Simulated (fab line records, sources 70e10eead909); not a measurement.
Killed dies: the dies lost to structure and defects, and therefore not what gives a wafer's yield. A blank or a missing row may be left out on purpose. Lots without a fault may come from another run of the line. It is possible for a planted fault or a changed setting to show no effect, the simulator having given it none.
Which tool did it? || flow nand-harc || 11 lots, 33 wafers sampled, at 5 steps of a route of 1302

WHAT THE GAUGES READ, wafer by wafer
NHARC_END_SORT_01.
{"lot": "L993", "measured": "day 30 06:29", "on": "prober-01", "defect-limited-yield (%)": "94 94 93", "killed-at-array": "41 38 43", "killed-at-other": "0 0 0", "killed-at-periphery": "3 4 4", "killed-dies": "44 42 47", "killed-open": "5 2 6", "killed-short": "7 2 2", "sort_bin_2_pct (%)": "1.6 2.1 2.2", "sort_bin_3_pct (%)": "0.6 0.4 0.9", "sort_bin_4_pct (%)": "4.3 3.7 3.8", "sort-n-pass": "633 635 630", "sort-rim-yield-pct (%)": "91 92 95", "sort-yield-pct (%)": "94 94 93"}
{"lot": "L994", "measured": "day 30 17:19", "on": "prober-02", "defect-limited-yield (%)": "96 94 95", "killed-at-array": "25 33 29", "killed-at-other": "0 0 0", "killed-at-periphery": "2 10 4", "killed-dies": "27 43 33", "killed-open": "1 4 4", "killed-short": "0 4 2", "sort_bin_2_pct (%)": "1.0 1.6 1.5", "sort_bin_3_pct (%)": "0.6 0.3 0.1", "sort_bin_4_pct (%)": "2.4 4.4 3.2", "sort-n-pass": "650 634 644", "sort-rim-yield-pct (%)": "95 94 96", "sort-yield-pct (%)": "96 94 95"}
{"lot": "L998", "measured": "day 32 04:54", "on": "prober-02", "defect-limited-yield (%)": "91 92 90", "killed-at-array": "59 53 64", "killed-at-other": "1 1 2", "killed-at-periphery": "2 3 5", "killed-dies": "62 57 71", "killed-open": "4 2 5", "killed-short": "2 0 0", "sort_bin_2_pct (%)": "3.1 3.4 2.2", "sort_bin_3_pct (%)": "0.3 0.6 0.6", "sort_bin_4_pct (%)": "5.8 4.4 7.7", "sort-n-pass": "615 620 606", "sort-rim-yield-pct (%)": "97 94 98", "sort-yield-pct (%)": "91 92 90"}
{"lot": "L101", "measured": "day 33 11:07", "on": "prober-02", "defect-limited-yield (%)": "96 95 96", "killed-at-array": "23 26 21", "killed-at-other": "0 0 2", "killed-at-periphery": "5 5 4", "killed-dies": "28 31 27", "killed-open": "4 1 3", "killed-short": "2 0 2", "sort_bin_2_pct (%)": "1.3 1.0 1.3", "sort_bin_3_pct (%)": "0.4 0.4 0.1", "sort_bin_4_pct (%)": "2.4 3.1 2.5", "sort-n-pass": "649 646 650", "sort-rim-yield-pct (%)": "96 93 96", "sort-yield-pct (%)": "96 95 96"}

WHAT TOOL EACH LOT RAN ON (gives the tool, then ch and the chambers of the sampled wafers, and finally the start)
{"lot": "L980", "NHARC_A_BONDPAD_DEP_00": "pecvd-03 ch 0,2, day 23 02:58", "NHARC_A_BONDPAD_CMP_29": "cmp-01 ch 0,1,2, day 23 03:23", "NHARC_A_BONDPAD_DESCUM_11": "rie-diel-11 ch 2,3, day 23 04:21", "NHARC_A_BONDPAD_ETCH_34": "rie-diel-11 ch 1,2, day 23 04:26"}
{"lot": "L986", "NHARC_A_BONDPAD_DEP_00": "pecvd-04 ch 1,2, day 25 23:56 or earlier", "NHARC_A_BONDPAD_CMP_29": "cmp-03 ch 1,3, day 25 23:56", "NHARC_A_BONDPAD_DESCUM_11": "rie-diel-11 ch 0,1,3, day 26 00:54", "NHARC_A_BONDPAD_ETCH_34": "rie-diel-11 ch 0,2, day 26 00:58"}
{"lot": "L993", "NHARC_A_BONDPAD_DEP_00": "pecvd-03 ch 0,1, day 28 20:50", "NHARC_A_BONDPAD_CMP_29": "cmp-04 ch 0,1,2, day 28 21:16", "NHARC_A_BONDPAD_DESCUM_11": "rie-diel-11 ch 0,1,3, day 28 22:10", "NHARC_A_BONDPAD_ETCH_34": "rie-diel-11 ch 0,1,2, day 28 22:14"}
{"lot": "L994", "NHARC_A_BONDPAD_DEP_00": "pecvd-02 ch 0,1,2, day 29 08:50 or earlier", "NHARC_A_BONDPAD_CMP_29": "cmp-03 ch 0,1, day 29 08:50", "NHARC_A_BONDPAD_DESCUM_11": "rie-diel-11 ch 0,1,2, day 29 09:45", "NHARC_A_BONDPAD_ETCH_34": "rie-diel-11 ch 1,2, day 29 09:49"}
{"lot": "L995", "NHARC_A_BONDPAD_DEP_00": "pecvd-03 ch 0,1,2, day 29 16:16", "NHARC_A_BONDPAD_CMP_29": "cmp-01 ch 0,2,3, day 29 16:35", "NHARC_A_BONDPAD_DESCUM_11": "rie-diel-11 ch 1,2,3, day 29 17:28", "NHARC_A_BONDPAD_ETCH_34": "rie-diel-11 ch 0,2,3, day 29 17:33"}
{"lot": "L996", "NHARC_A_BONDPAD_DEP_00": "pecvd-03 ch 0,1,2, day 29 17:41", "NHARC_A_BONDPAD_CMP_29": "cmp-03 ch 0,1,2, day 29 18:08", "NHARC_A_BONDPAD_DESCUM_11": "rie-diel-11 ch 0,2,3, day 29 19:08", "NHARC_A_BONDPAD_ETCH_34": "rie-diel-11 ch 0,1,3, day 29 19:13"}
{"lot": "L997", "NHARC_A_BONDPAD_DEP_00": "pecvd-03 ch 0,1, day 29 23:20", "NHARC_A_BONDPAD_CMP_29": "cmp-03 ch 0,1,2, day 29 23:48", "NHARC_A_BONDPAD_DESCUM_11": "rie-diel-11 ch 0,1,3, day 30 00:47", "NHARC_A_BONDPAD_ETCH_34": "rie-diel-11 ch 1,3, day 30 00:52"}
{"lot": "L998", "NHARC_A_BONDPAD_DEP_00": "pecvd-03 ch 0,2, day 30 19:22", "NHARC_A_BONDPAD_CMP_29": "cmp-03 ch 0,1,2, day 30 19:50", "NHARC_A_BONDPAD_DESCUM_11": "rie-diel-11 ch 1,2,3, day 30 20:43", "NHARC_A_BONDPAD_ETCH_34": "rie-diel-11 ch 0,1, day 30 20:46"}
{"lot": "L101", "NHARC_A_BONDPAD_DEP_00": "pecvd-03 ch 0,2, day 32 02:23", "NHARC_A_BONDPAD_CMP_29": "cmp-04 ch 1,2, day 32 02:47", "NHARC_A_BONDPAD_DESCUM_11": "rie-diel-04 ch 0,3, day 32 03:42", "NHARC_A_BONDPAD_ETCH_34": "rie-diel-04 ch 0,2,3, day 32 03:47"}
{"lot": "L100", "NHARC_A_BONDPAD_DEP_00": "pecvd-04 ch 0,1,2, day 32 04:10", "NHARC_A_BONDPAD_CMP_29": "cmp-04 ch 1,2, day 32 04:33", "NHARC_A_BONDPAD_DESCUM_11": "rie-diel-11 ch 0,2, day 32 05:33", "NHARC_A_BONDPAD_ETCH_34": "rie-diel-04 ch 0,2, day 32 05:39"}
{"lot": "L102", "NHARC_A_BONDPAD_DEP_00": "pecvd-02 ch 0,1,2, day 33 00:10", "NHARC_A_BONDPAD_CMP_29": "cmp-03 ch 1,2, day 33 00:32", "NHARC_A_BONDPAD_DESCUM_11": "rie-diel-09 ch 1,2,3, day 33 01:34", "NHARC_A_BONDPAD_ETCH_34": "rie-diel-09 ch 0,1, day 33 01:39"}
- NHARC_A_BONDPAD_DEP_00: deposits SiCN, target thk 250 nm.
- NHARC_A_BONDPAD_CMP_29: polishes SiCN, target thk 200 nm.
- NHARC_A_BONDPAD_DESCUM_11: chemistry O2, time 3 s.
- NHARC_A_BONDPAD_ETCH_34: etches the open film in N2/H2, target depth 60 nm, overetch 18 nm, time 65.91 s.

WHAT THE TOOLS THEMSELVES READ (means of the sampled wafers that have a number; where no wafer has one, the mark that the record gives instead)
NHARC_A_BONDPAD_DEP_00.
{"lot": "L980", "tool": "pecvd-03", "heater-power-w (W)": 540}
{"lot": "L986", "tool": "pecvd-04", "heater-power-w (W)": 640}
{"lot": "L993", "tool": "pecvd-03", "heater-power-w (W)": 536}
{"lot": "L994", "tool": "pecvd-02", "heater-power-w (W)": 559}
{"lot": "L995", "tool": "pecvd-03", "heater-power-w (W)": 509}
{"lot": "L996", "tool": "pecvd-03", "heater-power-w (W)": 536}
{"lot": "L997", "tool": "pecvd-03", "heater-power-w (W)": 549}
{"lot": "L998", "tool": "pecvd-03", "heater-power-w (W)": 496}
{"lot": "L101", "tool": "pecvd-03", "heater-power-w (W)": 533}
{"lot": "L100", "tool": "pecvd-04", "heater-power-w (W)": 576}
{"lot": "L102", "tool": "pecvd-02", "heater-power-w (W)": 546}

NHARC_A_BONDPAD_CMP_29.
{"lot": "L980", "tool": "cmp-01", "motor-current-A (A)": 12.0}
{"lot": "L986", "tool": "cmp-03", "motor-current-A (A)": 12.2}
{"lot": "L993", "tool": "cmp-04", "motor-current-A (A)": 12.5}
{"lot": "L994", "tool": "cmp-03", "motor-current-A (A)": 13.7}
{"lot": "L995", "tool": "cmp-01", "motor-current-A (A)": 12.2}
{"lot": "L996", "tool": "cmp-03", "motor-current-A (A)": 13.3}
{"lot": "L997", "tool": "cmp-03", "motor-current-A (A)": 13.2}
{"lot": "L998", "tool": "cmp-03", "motor-current-A (A)": 12.9}
{"lot": "L101", "tool": "cmp-04", "motor-current-A (A)": 12.5}
{"lot": "L100", "tool": "cmp-04", "motor-current-A (A)": 12.3}
{"lot": "L102", "tool": "cmp-03", "motor-current-A (A)": 13.0}

NHARC_A_BONDPAD_DESCUM_11.
{"lot": "L980", "tool": "rie-diel-11", "drypump-motor-current-A (A)": 6.3, "o2-flow-sccm (sccm)": 200.3, "oes-product-au (a.u.)": 1.003, "rf-vpp-V (V)": 57.1, "showerhead-plenum-p-Torr (Torr)": 1.84, "throttle-valve-pct (%)": 11.314}
{"lot": "L986", "tool": "rie-diel-11", "drypump-motor-current-A (A)": 5.8, "o2-flow-sccm (sccm)": 199.7, "oes-product-au (a.u.)": 1.008, "rf-vpp-V (V)": 57.3, "showerhead-plenum-p-Torr (Torr)": 1.92, "throttle-valve-pct (%)": 11.311}
{"lot": "L993", "tool": "rie-diel-11", "drypump-motor-current-A (A)": 5.7, "o2-flow-sccm (sccm)": 200.2, "oes-product-au (a.u.)": 0.997, "rf-vpp-V (V)": 57.5, "showerhead-plenum-p-Torr (Torr)": 1.92, "throttle-valve-pct (%)": 11.314}
{"lot": "L994", "tool": "rie-diel-11", "drypump-motor-current-A (A)": 6.1, "o2-flow-sccm (sccm)": 199.9, "oes-product-au (a.u.)": 1.007, "rf-vpp-V (V)": 57.3, "showerhead-plenum-p-Torr (Torr)": 1.88, "throttle-valve-pct (%)": 11.310}
{"lot": "L995", "tool": "rie-diel-11", "drypump-motor-current-A (A)": 5.9, "o2-flow-sccm (sccm)": 200.6, "oes-product-au (a.u.)": 0.997, "rf-vpp-V (V)": 57.7, "showerhead-plenum-p-Torr (Torr)": 1.86, "throttle-valve-pct (%)": 11.306}
{"lot": "L996", "tool": "rie-diel-11", "drypump-motor-current-A (A)": 6.0, "o2-flow-sccm (sccm)": 199.6, "oes-product-au (a.u.)": 1.005, "rf-vpp-V (V)": 58.3, "showerhead-plenum-p-Torr (Torr)": 1.90, "throttle-valve-pct (%)": 11.318}
{"lot": "L997", "tool": "rie-diel-11", "drypump-motor-current-A (A)": 5.7, "o2-flow-sccm (sccm)": 199.9, "oes-product-au (a.u.)": 0.986, "rf-vpp-V (V)": 58.5, "showerhead-plenum-p-Torr (Torr)": 1.92, "throttle-valve-pct (%)": 11.322}
{"lot": "L998", "tool": "rie-diel-11", "drypump-motor-current-A (A)": 5.9, "o2-flow-sccm (sccm)": 199.2, "oes-product-au (a.u.)": 1.000, "rf-vpp-V (V)": 58.1, "showerhead-plenum-p-Torr (Torr)": 1.86, "throttle-valve-pct (%)": 11.308}
{"lot": "L101", "tool": "rie-diel-04", "drypump-motor-current-A (A)": 6.1, "o2-flow-sccm (sccm)": 200.1, "oes-product-au (a.u.)": 0.985, "rf-vpp-V (V)": 57.5, "showerhead-plenum-p-Torr (Torr)": 1.92, "throttle-valve-pct (%)": 11.312}
{"lot": "L100", "tool": "rie-diel-11", "drypump-motor-current-A (A)": 6.2, "o2-flow-sccm (sccm)": 199.8, "oes-product-au (a.u.)": 1.003, "rf-vpp-V (V)": 57.3, "showerhead-plenum-p-Torr (Torr)": 1.90, "throttle-valve-pct (%)": 11.309}
{"lot": "L102", "tool": "rie-diel-09", "drypump-motor-current-A (A)": 5.9, "o2-flow-sccm (sccm)": 199.2, "oes-product-au (a.u.)": 0.998, "rf-vpp-V (V)": 57.8, "showerhead-plenum-p-Torr (Torr)": 2.00, "throttle-valve-pct (%)": 11.312}

NHARC_A_BONDPAD_ETCH_34.
{"lot": "L980", "tool": "rie-diel-11", "bias-w (W)": 150.0, "drypump-motor-current-A (A)": 6.3, "oes-product-au (a.u.)": 1.009, "rf-vpp-V (V)": 427.2, "run-length-s (s)": 87.7, "showerhead-plenum-p-Torr (Torr)": 1.93, "throttle-valve-pct (%)": 14.169}
{"lot": "L986", "tool": "rie-diel-11", "bias-w (W)": 149.6, "drypump-motor-current-A (A)": 6.4, "oes-product-au (a.u.)": 1.010, "rf-vpp-V (V)": 428.4, "run-length-s (s)": 81.8, "showerhead-plenum-p-Torr (Torr)": 1.97, "throttle-valve-pct (%)": 14.165}
{"lot": "L993", "tool": "rie-diel-11", "bias-w (W)": 149.7, "drypump-motor-current-A (A)": 6.1, "oes-product-au (a.u.)": 1.004, "rf-vpp-V (V)": 429.4, "run-length-s (s)": 87.6, "showerhead-plenum-p-Torr (Torr)": 2.00, "throttle-valve-pct (%)": 14.170}
{"lot": "L994", "tool": "rie-diel-11", "bias-w (W)": 150.2, "drypump-motor-current-A (A)": 6.0, "oes-product-au (a.u.)": 1.006, "rf-vpp-V (V)": 428.5, "run-length-s (s)": 87.7, "showerhead-plenum-p-Torr (Torr)": 1.96, "throttle-valve-pct (%)": 14.168}
{"lot": "L995", "tool": "rie-diel-11", "bias-w (W)": 149.9, "drypump-motor-current-A (A)": 6.1, "oes-product-au (a.u.)": 1.003, "rf-vpp-V (V)": 430.4, "run-length-s (s)": 87.2, "showerhead-plenum-p-Torr (Torr)": 2.02, "throttle-valve-pct (%)": 14.169}
{"lot": "L996", "tool": "rie-diel-11", "bias-w (W)": 149.9, "drypump-motor-current-A (A)": 5.7, "oes-product-au (a.u.)": 0.998, "rf-vpp-V (V)": 430.2, "run-length-s (s)": 87.5, "showerhead-plenum-p-Torr (Torr)": 2.05, "throttle-valve-pct (%)": 14.169}
{"lot": "L997", "tool": "rie-diel-11", "bias-w (W)": 149.5, "drypump-motor-current-A (A)": 5.6, "oes-product-au (a.u.)": 1.000, "rf-vpp-V (V)": 431.0, "run-length-s (s)": 87.4, "showerhead-plenum-p-Torr (Torr)": 2.04, "throttle-valve-pct (%)": 14.173}
{"lot": "L998", "tool": "rie-diel-11", "bias-w (W)": 150.0, "drypump-motor-current-A (A)": 5.8, "oes-product-au (a.u.)": 1.009, "rf-vpp-V (V)": 430.4, "run-length-s (s)": 87.7, "showerhead-plenum-p-Torr (Torr)": 2.03, "throttle-valve-pct (%)": 14.175}
{"lot": "L101", "tool": "rie-diel-04", "bias-w (W)": 149.9, "drypump-motor-current-A (A)": 5.9, "oes-product-au (a.u.)": 0.996, "rf-vpp-V (V)": 431.4, "run-length-s (s)": 87.3, "showerhead-plenum-p-Torr (Torr)": 2.06, "throttle-valve-pct (%)": 14.156}
{"lot": "L100", "tool": "rie-diel-04", "bias-w (W)": 149.9, "drypump-motor-current-A (A)": 5.7, "oes-product-au (a.u.)": 1.000, "rf-vpp-V (V)": 431.9, "run-length-s (s)": 87.3, "showerhead-plenum-p-Torr (Torr)": 2.07, "throttle-valve-pct (%)": 14.171}
{"lot": "L102", "tool": "rie-diel-09", "bias-w (W)": 149.3, "drypump-motor-current-A (A)": 6.1, "oes-product-au (a.u.)": 0.985, "rf-vpp-V (V)": 429.2, "run-length-s (s)": 86.7, "showerhead-plenum-p-Torr (Torr)": 1.98, "throttle-valve-pct (%)": 14.173}

THE ANSWER, worked out from the rows above alone
Rule: the lots themselves supply what counts as usual. Put in order of their means at a reading, lots are off if they are a third of the lots or fewer, leave a main group of 4 or more, and stand apart from it by a gap of 3 or more times the standard deviation of the main group's means; of several such gaps the widest counts. The tables above print the reading to a certain number of digits; a main group whose means all agree to those digits is not used. Also off: a lot with no number at a reading for which 4 or more lots have one. Where the step has rows for the other lots, those lots are counted as sound. Order of review: gauges by route order, followed by the tools' own readings, for which a lot's mean as printed above is used. At the first step where some lot is off, the reading lying furthest off is the one used; lots without a number count as furthest.
Off: L986, at NHARC_A_BONDPAD_ETCH_34 (run-length-s). The main group has a mean of 87.4 s with a standard deviation of 0.29.
If a tool, at that step or one of the process steps before it, ran each lot that is off and ran no sound lot following the first of them, it fits. NHARC_A_BONDPAD_DEP_00 gives no start for some lots, so the hours and the order of its lots are those of NHARC_A_BONDPAD_CMP_29. No candidate that was tried fits.

WHAT HAD BEEN PUT IN BY THE SIMULATOR
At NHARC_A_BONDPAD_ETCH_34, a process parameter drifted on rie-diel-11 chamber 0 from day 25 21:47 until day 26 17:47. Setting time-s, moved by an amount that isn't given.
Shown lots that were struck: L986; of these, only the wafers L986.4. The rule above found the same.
